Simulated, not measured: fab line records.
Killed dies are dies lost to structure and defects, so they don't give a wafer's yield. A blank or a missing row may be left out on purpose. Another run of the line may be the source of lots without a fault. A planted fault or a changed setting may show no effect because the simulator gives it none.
Chamber matching ; flow nand harc ; ald metal-02 running NHARC_A_CONTACT_ALD_18: 4 sister chambers
The step deposits TiN, target thk 3 nm, pulse time 1 s, ald cycles 150. 4 wafers are shown with their chamber, then 9 later ones without.

WAFERS, EACH WITH ITS CHAMBER
wafer;chamber;heater power w (W)
L083.3;0;934
L086.1;1;1312
L086.2;3;1123
L086.5;2;1204

WAFERS WHOSE CHAMBER IS MISSING
wafer;heater power w (W)
L088.1;920
L088.5;1272
L088.6;1295
L093.1;892
L093.2;1130
L093.4;1258
L097.2;1317
L097.5;1314
L097.6;939

WHICH CHAMBER EACH WENT THROUGH
wafer;from the rows above;in truth
L088.1;0;0
L088.5;can't be placed: 1 or 2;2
L088.6;1;1
L093.1;0;0
L093.2;3;3
L093.4;can't be placed: 1 or 2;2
L097.2;1;1
L097.5;1;1
L097.6;0;0
Correctly placed: 7 of 9. Can't be placed from these rows: 2 (the true chamber is among the candidates in 2). Number placed wrongly: 0.
How it was worked out, from the rows above alone: a wafer's distance from a chamber is the root of the sum, over the readings, of the square of ((its reading less the chamber's mean) divided by the reading's scatter). If the next closest chamber is less than 2 further off than the closest, the wafer can't be placed; otherwise it belongs to the closest. For every chamber, the mean is computed from those of its wafers that are shown. The scatter: with one shown wafer a chamber, the root of the mean of the squares of how far each hidden wafer lies from its nearest shown one.
